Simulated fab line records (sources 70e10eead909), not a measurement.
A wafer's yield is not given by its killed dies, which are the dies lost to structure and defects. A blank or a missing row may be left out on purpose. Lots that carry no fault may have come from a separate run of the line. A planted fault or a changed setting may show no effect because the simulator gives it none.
Chamber matching :: flow nand_harc :: rie_diel-02 running NHARC_P_BONDPAD_DESCUM_11: 4 sister chambers
The step chemistry O2, time 3 s. 39 wafers are shown with their chamber, then 12 later ones without.

## WAFERS PAIRED WITH THEIR CHAMBERS
wafer: L076.1
chamber: 2
drypump_motor_current_A (A): 5.26
rf_vpp_V (V): 57.0
oes_product_au (a.u.): 1.006

wafer: L076.5
chamber: 1
drypump_motor_current_A (A): 4.98
rf_vpp_V (V): 59.1
oes_product_au (a.u.): 0.998

wafer: L076.6
chamber: 0
drypump_motor_current_A (A): 5.64
rf_vpp_V (V): 57.4
oes_product_au (a.u.): 0.991

wafer: L079.1
chamber: 0
drypump_motor_current_A (A): 5.64
rf_vpp_V (V): 57.9
oes_product_au (a.u.): 1.002

wafer: L079.2
chamber: 2
drypump_motor_current_A (A): 5.26
rf_vpp_V (V): 56.5
oes_product_au (a.u.): 0.986

wafer: L079.6
chamber: 2
drypump_motor_current_A (A): 5.27
rf_vpp_V (V): 57.6
oes_product_au (a.u.): 0.982

wafer: L080.1
chamber: 2
drypump_motor_current_A (A): 5.22
rf_vpp_V (V): 58.4
oes_product_au (a.u.): 1.007

wafer: L080.3
chamber: 0
drypump_motor_current_A (A): 5.64
rf_vpp_V (V): 57.1
oes_product_au (a.u.): 0.987

wafer: L080.6
chamber: 3
drypump_motor_current_A (A): 5.55
rf_vpp_V (V): 56.7
oes_product_au (a.u.): 1.010

wafer: L081.1
chamber: 1
drypump_motor_current_A (A): 4.96
rf_vpp_V (V): 58.0
oes_product_au (a.u.): 1.010

wafer: L081.2
chamber: 2
drypump_motor_current_A (A): 5.28
rf_vpp_V (V): 58.0
oes_product_au (a.u.): 1.009

wafer: L081.6
chamber: 3
drypump_motor_current_A (A): 5.54
rf_vpp_V (V): 56.2
oes_product_au (a.u.): 1.005

wafer: L082.2
chamber: 3
drypump_motor_current_A (A): 5.56
rf_vpp_V (V): 58.0
oes_product_au (a.u.): 1.004

wafer: L082.3
chamber: 2
drypump_motor_current_A (A): 5.29
rf_vpp_V (V): 59.2
oes_product_au (a.u.): 1.003

wafer: L082.6
chamber: 3
drypump_motor_current_A (A): 5.54
rf_vpp_V (V): 57.2
oes_product_au (a.u.): 0.995

wafer: L084.1
chamber: 1
drypump_motor_current_A (A): 4.96
rf_vpp_V (V): 59.3
oes_product_au (a.u.): 0.992

wafer: L084.2
chamber: 3
drypump_motor_current_A (A): 5.54
rf_vpp_V (V): 57.9
oes_product_au (a.u.): 0.994

wafer: L084.5
chamber: 1
drypump_motor_current_A (A): 4.96
rf_vpp_V (V): 57.8
oes_product_au (a.u.): 0.997

wafer: L083.1
chamber: 0
drypump_motor_current_A (A): 5.63
rf_vpp_V (V): 57.7
oes_product_au (a.u.): 0.992

wafer: L083.3
chamber: 1
drypump_motor_current_A (A): 4.97
rf_vpp_V (V): 57.9
oes_product_au (a.u.): 1.011

wafer: L083.6
chamber: 2
drypump_motor_current_A (A): 5.26
rf_vpp_V (V): 57.5
oes_product_au (a.u.): 1.001

wafer: L085.1
chamber: 3
drypump_motor_current_A (A): 5.54
rf_vpp_V (V): 57.1
oes_product_au (a.u.): 1.017

wafer: L085.4
chamber: 2
drypump_motor_current_A (A): 5.25
rf_vpp_V (V): 57.0
oes_product_au (a.u.): 0.999

wafer: L085.6
chamber: 2
drypump_motor_current_A (A): 5.27
rf_vpp_V (V): 57.3
oes_product_au (a.u.): 1.000

wafer: L086.1
chamber: 2
drypump_motor_current_A (A): 5.26
rf_vpp_V (V): 59.1
oes_product_au (a.u.): 1.007

wafer: L086.5
chamber: 0
drypump_motor_current_A (A): 5.65
rf_vpp_V (V): 58.9
oes_product_au (a.u.): 0.985

wafer: L086.6
chamber: 3
drypump_motor_current_A (A): 5.55
rf_vpp_V (V): 57.6
oes_product_au (a.u.): 1.012

wafer: L087.1
chamber: 2
drypump_motor_current_A (A): 5.26
rf_vpp_V (V): 58.4
oes_product_au (a.u.): 1.011

wafer: L087.3
chamber: 1
drypump_motor_current_A (A): 4.95
rf_vpp_V (V): 58.1
oes_product_au (a.u.): 1.009

wafer: L087.4
chamber: 3
drypump_motor_current_A (A): 5.56
rf_vpp_V (V): 56.5
oes_product_au (a.u.): 0.988

wafer: L090.4
chamber: 2
drypump_motor_current_A (A): 5.27
rf_vpp_V (V): 57.8
oes_product_au (a.u.): 0.997

wafer: L090.5
chamber: 3
drypump_motor_current_A (A): 5.55
rf_vpp_V (V): 57.2
oes_product_au (a.u.): 0.999

wafer: L090.6
chamber: 0
drypump_motor_current_A (A): 5.66
rf_vpp_V (V): 57.9
oes_product_au (a.u.): 0.990

wafer: L092.4
chamber: 2
drypump_motor_current_A (A): 5.29
rf_vpp_V (V): 57.3
oes_product_au (a.u.): 0.998

wafer: L092.5
chamber: 0
drypump_motor_current_A (A): 5.63
rf_vpp_V (V): 57.6
oes_product_au (a.u.): 0.989

wafer: L092.6
chamber: 1
drypump_motor_current_A (A): 4.93
rf_vpp_V (V): 58.2
oes_product_au (a.u.): 1.007

wafer: L093.1
chamber: 2
drypump_motor_current_A (A): 5.24
rf_vpp_V (V): 57.4
oes_product_au (a.u.): 0.992

wafer: L093.3
chamber: 1
drypump_motor_current_A (A): 4.96
rf_vpp_V (V): 57.9
oes_product_au (a.u.): 1.004

wafer: L093.4
chamber: 3
drypump_motor_current_A (A): 5.57
rf_vpp_V (V): 56.2
oes_product_au (a.u.): 0.999

SIGNATURES (means of the wafers above)
reading: drypump_motor_current_A
chamber 0: 5.6414
chamber 1: 4.9588
chamber 2: 5.2629
chamber 3: 5.5500
scatter within a chamber: 0.0148

reading: rf_vpp_V
chamber 0: 57.786
chamber 1: 58.288
chamber 2: 57.750
chamber 3: 57.060
scatter within a chamber: 0.682

reading: oes_product_au
chamber 0: 0.99086
chamber 1: 1.00350
chamber 2: 0.99986
chamber 3: 1.00230
scatter within a chamber: 0.00792
Rule: a wafer lies at a distance from a chamber equal to the root of the sum of squares, over the readings, of (its reading less the chamber's mean, divided by the reading's scatter). If the next closest chamber is less than 2 further off than the closest, the wafer can't be placed; otherwise it belongs to the closest. The scatter is the square root of a quotient: the sum, over the shown wafers, of each reading's squared deviation from its chamber's mean, divided by wafers minus chambers.

## WAFERS WHOSE CHAMBER IS MISSING
wafer: L094.4
drypump_motor_current_A (A): 5.63
rf_vpp_V (V): 58.1
oes_product_au (a.u.): 0.988

wafer: L094.5
drypump_motor_current_A (A): 4.97
rf_vpp_V (V): 58.0
oes_product_au (a.u.): 1.009

wafer: L094.6
drypump_motor_current_A (A): 5.63
rf_vpp_V (V): 56.3
oes_product_au (a.u.): 0.989

wafer: L095.1
drypump_motor_current_A (A): 4.98
rf_vpp_V (V): 58.3
oes_product_au (a.u.): 0.992

wafer: L095.2
drypump_motor_current_A (A): 5.54
rf_vpp_V (V): 58.1
oes_product_au (a.u.): 0.999

wafer: L095.4
drypump_motor_current_A (A): 5.62
rf_vpp_V (V): 57.2
oes_product_au (a.u.): 0.980

wafer: L096.3
drypump_motor_current_A (A): 5.26
rf_vpp_V (V): 56.9
oes_product_au (a.u.): 0.981

wafer: L096.4
drypump_motor_current_A (A): 4.99
rf_vpp_V (V): 58.2
oes_product_au (a.u.): 0.999

wafer: L096.6
drypump_motor_current_A (A): 5.55
rf_vpp_V (V): 57.7
oes_product_au (a.u.): 1.011

wafer: L097.1
drypump_motor_current_A (A): 5.64
rf_vpp_V (V): 58.0
oes_product_au (a.u.): 0.978

wafer: L097.2
drypump_motor_current_A (A): 5.23
rf_vpp_V (V): 57.8
oes_product_au (a.u.): 0.991

wafer: L097.4
drypump_motor_current_A (A): 5.55
rf_vpp_V (V): 56.9
oes_product_au (a.u.): 0.997

## WHICH CHAMBER EACH WENT THROUGH
wafer: L094.4
from the rows above: 0
in truth: 0

wafer: L094.5
from the rows above: 1
in truth: 1

wafer: L094.6
from the rows above: 0
in truth: 0

wafer: L095.1
from the rows above: 1
in truth: 1

wafer: L095.2
from the rows above: 3
in truth: 3

wafer: L095.4
from the rows above: 0
in truth: 0

wafer: L096.3
from the rows above: 2
in truth: 2

wafer: L096.4
from the rows above: 1
in truth: 1

wafer: L096.6
from the rows above: 3
in truth: 3

wafer: L097.1
from the rows above: 0
in truth: 0

wafer: L097.2
from the rows above: 2
in truth: 2

wafer: L097.4
from the rows above: 3
in truth: 3
Correctly placed: 12 of 12. Number that these rows cannot place: 0. Number placed wrongly: 0.
